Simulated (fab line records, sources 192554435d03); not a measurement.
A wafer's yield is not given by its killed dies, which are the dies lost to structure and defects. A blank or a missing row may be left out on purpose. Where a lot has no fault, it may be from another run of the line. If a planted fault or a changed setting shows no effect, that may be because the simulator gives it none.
Which tool is to blame? || flow n5-finfet || 72 wafers from 24 lots sampled at 2 of the route's 1938 steps

== WHAT THE GAUGES SHOWED, per wafer ==
N5_SD_EPI_N_OVL_MEAS_10.
{"lot": "L074", "measured": "day 3 03:36", "on": "overlay-02", "SD_N_BLK_OVL (nm)": "0.6 2.4 0.7"}
{"lot": "L075", "measured": "day 3 06:26", "on": "overlay-01", "SD_N_BLK_OVL (nm)": "-0.4 -1.7 -0.3"}
{"lot": "L076", "measured": "day 3 11:39", "on": "overlay-01", "SD_N_BLK_OVL (nm)": "0.4 1.0 0.5"}
{"lot": "L077", "measured": "day 3 17:43", "on": "overlay-02", "SD_N_BLK_OVL (nm)": "-1.2 -0.4 0.0"}
{"lot": "L078", "measured": "day 4 01:50", "on": "overlay-02", "SD_N_BLK_OVL (nm)": "0.5 -1.7 0.1"}
{"lot": "L079", "measured": "day 4 06:20", "on": "overlay-01", "SD_N_BLK_OVL (nm)": "-0.2 1.1 0.2"}
{"lot": "L080", "measured": "day 4 16:19", "on": "overlay-01", "SD_N_BLK_OVL (nm)": "-0.5 -0.4 0.5"}
{"lot": "L081", "measured": "day 4 23:33", "on": "overlay-02", "SD_N_BLK_OVL (nm)": "1.7 1.3 1.9"}
{"lot": "L082", "measured": "day 5 04:15", "on": "overlay-01", "SD_N_BLK_OVL (nm)": "0.3 0.5 1.2"}
{"lot": "L083", "measured": "day 5 11:40", "on": "overlay-02", "SD_N_BLK_OVL (nm)": "-0.2 -0.5 -0.6"}
{"lot": "L084", "measured": "day 5 20:08", "on": "overlay-02", "SD_N_BLK_OVL (nm)": "-0.6 -0.6 0.0"}
{"lot": "L085", "measured": "day 6 00:41", "on": "overlay-02", "SD_N_BLK_OVL (nm)": "-0.8 -0.1 -1.0"}
{"lot": "L086", "measured": "day 6 05:53", "on": "overlay-01", "SD_N_BLK_OVL (nm)": "0.1 0.0 0.3"}
{"lot": "L087", "measured": "day 6 09:41", "on": "overlay-02", "SD_N_BLK_OVL (nm)": "0.3 0.8 -0.4"}
{"lot": "L088", "measured": "day 6 12:51", "on": "overlay-02", "SD_N_BLK_OVL (nm)": "1.0 0.8 0.1"}
{"lot": "L089", "measured": "day 6 19:03", "on": "overlay-02", "SD_N_BLK_OVL (nm)": "0.6 -1.0 0.8"}
{"lot": "L090", "measured": "day 7 01:26", "on": "overlay-02", "SD_N_BLK_OVL (nm)": "0.7 0.8 0.8"}
{"lot": "L091", "measured": "day 7 05:37", "on": "overlay-01", "SD_N_BLK_OVL (nm)": "0.3 0.5 0.6"}
{"lot": "L092", "measured": "day 7 11:41", "on": "overlay-02", "SD_N_BLK_OVL (nm)": "0.1 1.5 0.8"}
{"lot": "L093", "measured": "day 7 17:42", "on": "overlay-01", "SD_N_BLK_OVL (nm)": "0.7 1.2 0.3"}
{"lot": "L094", "measured": "day 8 03:10", "on": "overlay-01", "SD_N_BLK_OVL (nm)": "-0.8 -0.1 0.5"}
{"lot": "L095", "measured": "day 8 11:37", "on": "overlay-02", "SD_N_BLK_OVL (nm)": "0.8 0.8 1.7"}
{"lot": "L096", "measured": "day 8 12:35", "on": "overlay-02", "SD_N_BLK_OVL (nm)": "0.6 -1.5 0.3"}
{"lot": "L097", "measured": "day 8 20:55", "on": "overlay-02", "SD_N_BLK_OVL (nm)": "1.9 1.2 2.0"}

N5_SD_EPI_P_EPI_MEAS_23.
{"lot": "L074", "measured": "day 3 11:40", "on": "film-metro-02", "thk-nm (nm)": "61.9 59.4 61.4"}
{"lot": "L075", "measured": "day 3 14:22", "on": "film-metro-02", "thk-nm (nm)": "59.4 61.9 61.0"}
{"lot": "L076", "measured": "day 3 20:00", "on": "film-metro-01", "thk-nm (nm)": "61.6 61.2 61.0"}
{"lot": "L077", "measured": "day 4 01:56", "on": "film-metro-02", "thk-nm (nm)": "58.3 60.7 61.3"}
{"lot": "L078", "measured": "day 4 10:08", "on": "film-metro-02", "thk-nm (nm)": "60.1 61.7 61.6"}
{"lot": "L079", "measured": "day 4 14:22", "on": "film-metro-01", "thk-nm (nm)": "61.5 61.5 61.2"}
{"lot": "L080", "measured": "day 5 01:25", "on": "film-metro-02", "thk-nm (nm)": "60.5 62.0 61.0"}
{"lot": "L081", "measured": "day 5 08:55", "on": "film-metro-01", "thk-nm (nm)": "63.1 61.6 61.9"}
{"lot": "L082", "measured": "day 5 12:20", "on": "film-metro-01", "thk-nm (nm)": "60.2 61.0 60.0"}
{"lot": "L083", "measured": "day 5 19:56", "on": "film-metro-01", "thk-nm (nm)": "60.7 60.5 58.7"}
{"lot": "L084", "measured": "day 6 04:35", "on": "film-metro-02", "thk-nm (nm)": "60.0 63.0 58.5"}
{"lot": "L085", "measured": "day 6 10:58", "on": "film-metro-02", "thk-nm (nm)": "59.1 61.5 62.2"}
{"lot": "L086", "measured": "day 6 14:46", "on": "film-metro-02", "thk-nm (nm)": "60.0 60.7 60.1"}
{"lot": "L087", "measured": "day 6 17:46", "on": "film-metro-01", "thk-nm (nm)": "62.9 63.0 62.5"}
{"lot": "L088", "measured": "day 6 21:46", "on": "film-metro-02", "thk-nm (nm)": "61.0 61.5 60.7"}
{"lot": "L089", "measured": "day 7 04:25", "on": "film-metro-01", "thk-nm (nm)": "60.8 63.1 61.8"}
{"lot": "L090", "measured": "day 7 10:04", "on": "film-metro-01", "thk-nm (nm)": "59.9 59.7 60.7"}
{"lot": "L091", "measured": "day 7 15:01", "on": "film-metro-02", "thk-nm (nm)": "61.9 62.4 60.4"}
{"lot": "L092", "measured": "day 7 20:52", "on": "film-metro-02", "thk-nm (nm)": "61.6 62.0 60.9"}
{"lot": "L093", "measured": "day 8 02:53", "on": "film-metro-01", "thk-nm (nm)": "62.1 61.7 59.6"}
{"lot": "L094", "measured": "day 8 12:54", "on": "film-metro-02", "thk-nm (nm)": "59.0 59.8 62.6"}
{"lot": "L095", "measured": "day 8 19:52", "on": "film-metro-01", "thk-nm (nm)": "62.1 62.3 61.2"}
{"lot": "L096", "measured": "day 8 21:20", "on": "film-metro-01", "thk-nm (nm)": "62.5 61.1 63.2"}
{"lot": "L097", "measured": "day 9 05:48", "on": "film-metro-02", "thk-nm (nm)": "61.0 59.9 59.3"}

== WHICH TOOL RAN EACH LOT (tool, then ch and the chambers of the sampled wafers, then the start) ==
The record holds no process step before these readings.

== AS READ BY THE TOOLS THEMSELVES (means over the sampled wafers that have a number; for cases with no such wafer, the mark the record gives instead) ==
The record holds no such reading with a usual standard deviation.

== THE ANSWER, worked out from the rows above alone ==
Rule: what is usual is taken from the lots themselves. The widest of any qualifying gaps counts: lots, ordered by their means at a reading, are off when they make up no more than a third of the lots, leave a main group of 4 or more, and stand apart from it by 3 or more times the standard deviation of that group's means. Not used: any main group whose means are identical at the precision the tables above print for the reading. Also off: a lot with no number at a reading for which 4 or more lots have one. All remaining lots with rows at the step are treated as sound. First the gauges in route order, then the tools' own readings, where a lot's mean is used as printed above. The first step at which some lot is off is used, and at that step the reading that is off furthest; a lot without a number counts as furthest.
No lot is off on any of the readings shown, so nothing can be concluded from this.

== WHAT HAD BEEN PUT IN BY THE SIMULATOR ==
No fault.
